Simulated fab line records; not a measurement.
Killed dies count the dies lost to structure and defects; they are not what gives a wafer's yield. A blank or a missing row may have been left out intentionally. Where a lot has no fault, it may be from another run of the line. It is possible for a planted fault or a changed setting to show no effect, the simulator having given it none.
Chamber matching | flow nand harc | cmp-01 running NHARC_A_WL_FILL_CMP_12: 4 sister chambers
The step polishes, t overpolish 30 s, target thk 100 nm. 14 wafers are shown with their chamber, then 7 later ones without.

== EACH WAFER AND ITS CHAMBER ==
wafer  | chamber | motor current A (A) | overpolish run s (s) | time to endpoint s (s)
L444.2 | 0       | 12.1                | 29.992               | 17.9
L444.3 | 1       | 12.7                | 30.007               | 16.1
L444.6 | 1       | 12.7                | 30.008               | 17.8
L447.1 | 0       | 11.7                | 29.992               | 21.7
L447.5 | 2       | 10.5                | 29.999               | 20.2
L447.6 | 1       | 13.4                | 29.994               | 19.6
L448.2 | 3       | 11.5                | 30.009               | 20.1
L448.5 | 0       | 12.9                | 30.002               | 20.1
L448.6 | 3       | 11.8                | 30.000               | 19.2
L450.1 | 3       | 11.3                | 29.994               | 19.4
L450.2 | 1       | 12.3                | 29.995               | 21.4
L450.6 | 1       | 12.6                | 29.999               | 22.2
L455.1 | 0       | 12.2                | 29.987               | 19.0
L455.2 | 2       | 9.8                 | 30.006               | 16.1

SIGNATURES, as means of the wafers listed above
reading            | chamber 0 | chamber 1 | chamber 2 | chamber 3 | scatter within a chamber
motor current A    | 12.225    | 12.740    | 10.150    | 11.533    | 0.421
overpolish run s   | 29.99325  | 30.00060  | 30.00250  | 30.00100  | 0.00656
time to endpoint s | 19.675    | 19.420    | 18.150    | 19.567    | 2.05
Rule: a wafer's distance from a chamber is the root of the sum, over the readings, of the square of ((its reading less the chamber's mean) divided by the reading's scatter). If the next closest chamber is less than 2 further off than the closest, the wafer can't be placed; otherwise it belongs to the closest. The scatter: take each reading less its chamber's mean, square it, sum over the shown wafers, divide by the number of wafers less the number of chambers, and take the root.

== WAFERS WHOSE CHAMBER IS MISSING ==
wafer  | motor current A (A) | overpolish run s (s) | time to endpoint s (s)
L455.3 | 13.0                | 29.986               | 19.1
L465.1 | 12.7                | 30.004               | 17.5
L465.4 | 12.2                | 30.014               | 18.3
L465.5 | 10.2                | 30.000               | 17.7
L467.3 | 12.7                | 30.006               | 19.0
L467.5 | 12.4                | 29.998               | 18.6
L467.6 | 11.4                | 29.995               | 16.4

== CHAMBER TAKEN BY EACH ==
wafer  | from the rows above               | in truth
L455.3 | can't be placed: 0 or 1           | 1
L465.1 | can't be placed: 1 or 0 or 3      | 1
L465.4 | can't be placed: 1 or 3 or 0      | 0
L465.5 | 2                                 | 2
L467.3 | can't be placed: 1 or 0           | 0
L467.5 | can't be placed: 1 or 0 or 3      | 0
L467.6 | can't be placed: 3 or 0 or 2 or 1 | 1
Placed correctly: 1 of 7. These rows do not allow placing 6 (true chamber among the candidates in 6). 0 placed wrongly.
